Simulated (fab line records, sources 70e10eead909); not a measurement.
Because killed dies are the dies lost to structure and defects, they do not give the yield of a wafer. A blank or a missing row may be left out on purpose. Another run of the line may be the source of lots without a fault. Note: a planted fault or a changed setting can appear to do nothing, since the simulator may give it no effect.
A struck lot beside a sound one + flow nandHarc + 15 steps out of a route of 1159
Sound: the wafers L413.3, L413.5, L413.6. Struck: wafer L424.5. (L424.4 of the same lot was not struck and is left out.) The cause comes at the end.
Each step with rows lists, per side, the tool, then ch with its chambers, then its first start. Under that, the readings that differ: sound wafers + struck wafers + difference of the means + sigmas: that difference in standard deviations of wafers without a fault.
alike: a reading whose means differ by less than 2 such deviations, as well as words and numbers matching on both sides. not compared: withheld readings; readings where some wafer has no value; bounds like >300 that might hide an equal value; numbers whose values overlap and for which the record gives no deviation.
A row with sigmas, a row that says differs or no value, or rows on one side alone: a step with any of these is where the two part. Numbers that have no deviation but don't overlap get no sigmas and don't part them. A reading that every wafer of one side lacks parts them only if that side has two wafers or more.

first, 5 steps without rows for these wafers: NHARC_A_CONTACT_SOFTBAKE_37 (time 55 s); NHARC_A_CONTACT_EBR_38; NHARC_A_CONTACT_EXPOSE_39 (exposes mask A CC 3); NHARC_A_CONTACT_PEB_40 (peb time 65 s); NHARC_A_CONTACT_DEVELOP_41 (develop time 35 s).
NHARC_A_CONTACT_CD_MEAS_42 targets a cd of 200 nm.
  sound on cdSem-01 ch 0, day 17 19:52; struck on cdSem-02 ch 0, day 21 04:13
  alike: cdNm
NHARC_A_CONTACT_OVL_MEAS_43:
  sound on overlay-01, day 17 19:56; struck on overlay-01, day 21 04:18
  alike: overlayXNm, overlayYNm
NHARC_A_CONTACT_INSPECT_44:
  sound on defectInspect-01, day 17 19:59; struck on defectInspect-01, day 21 04:20
| reading        | sound   | struck | difference | sigmas |
|----------------|---------|--------|------------|--------|
| rawDefectCount | 4 13 10 | 45     | +36        | +3     |
NHARC_A_CONTACT_DESCUM_47: chemistry O2, time 3 s.
  sound on rieDiel-05 ch 0,1,2, day 17 20:04; struck on rieDiel-11 ch 0, day 21 04:25
| reading             | sound             | struck | difference | sigmas |
|---------------------|-------------------|--------|------------|--------|
| oesProductAu (a.u.) | 1.004 1.006 0.996 | 1.017  | +0.015     | +2     |
  alike: drypumpMotorCurrentA, rfVppV, showerheadPlenumPTorr, throttleValvePct
  not compared: rfHoursCounterH
NHARC_A_CONTACT_ETCH_48: etches the open film in CF4, target depth 39 nm, time 65 s.
  sound on rieDiel-05 ch 1,2, day 17 20:07; struck on rieDiel-11 ch 1, day 21 04:32
  alike: drypumpMotorCurrentA, oesProductAu, rfVppV, showerheadPlenumPTorr, throttleValvePct
  not compared: rfHoursCounterH
NHARC_A_CONTACT_ETCH_49: etches the open film in N2/H2, target depth 260 nm, time 475.3 s.
  sound: rieDiel-05 ch 0,1; struck: rieDiel-11 ch 0
  alike: drypumpMotorCurrentA, h2FlowSccm, oesProductAu, rfVppV, showerheadPlenumPTorr, throttleValvePct
  not compared: rfHoursCounterH
NHARC_A_CONTACT_ETCH_50: etches the open film in CF4/CHF3, target depth 84.7 nm, time 42.4 s.
  sound: rieDiel-05 ch 0,3; struck: rieDiel-11 ch 2
| reading             | sound             | struck | difference | sigmas |
|---------------------|-------------------|--------|------------|--------|
| oesProductAu (a.u.) | 0.986 0.983 0.964 | 0.926  | -0.052     | -2     |
  alike: drypumpMotorCurrentA, rfVppV, showerheadPlenumPTorr, throttleValvePct
  not compared: rfHoursCounterH
NHARC_A_CONTACT_ETCH_51: etches the open film in O2/COS, target depth 3600 nm, time 936 s.
  sound on rieDiel-05 ch 0,3, day 17 20:38; struck on rieDiel-11 ch 0, day 21 05:29
| reading             | sound             | struck | difference | sigmas |
|---------------------|-------------------|--------|------------|--------|
| oesProductAu (a.u.) | 1.008 1.003 1.003 | 0.862  | -0.143     | -19    |
  alike: drypumpMotorCurrentA, rfVppV, showerheadPlenumPTorr, throttleValvePct
  not compared: rfHoursCounterH
NHARC_A_CONTACT_ETCH_111: etches the open film in C4F8/O2/Ar, time 140 s, target depth 700 nm.
  sound on harCapEtch-01 ch 0,1, day 17 21:22; struck on harCapEtch-01 ch 0, day 21 06:15
  not compared: rfHoursCounterH
-- jump in the record: it breaks off in module A_CONTACT and resumes in module END (first step shown: number 1159 of the route), and 3 days separate the struck wafers' starts before and after --
NHARC_END_SORT_01:
  only the struck wafers appear in the record here, on prober-01 ch 0 at day 24 06:09; the sound ones have no rows

== WHERE THEY PART ==
Last at NHARC_END_SORT_01 as far as this record goes, first at NHARC_A_CONTACT_INSPECT_44.

WHY: whatever the simulator had introduced
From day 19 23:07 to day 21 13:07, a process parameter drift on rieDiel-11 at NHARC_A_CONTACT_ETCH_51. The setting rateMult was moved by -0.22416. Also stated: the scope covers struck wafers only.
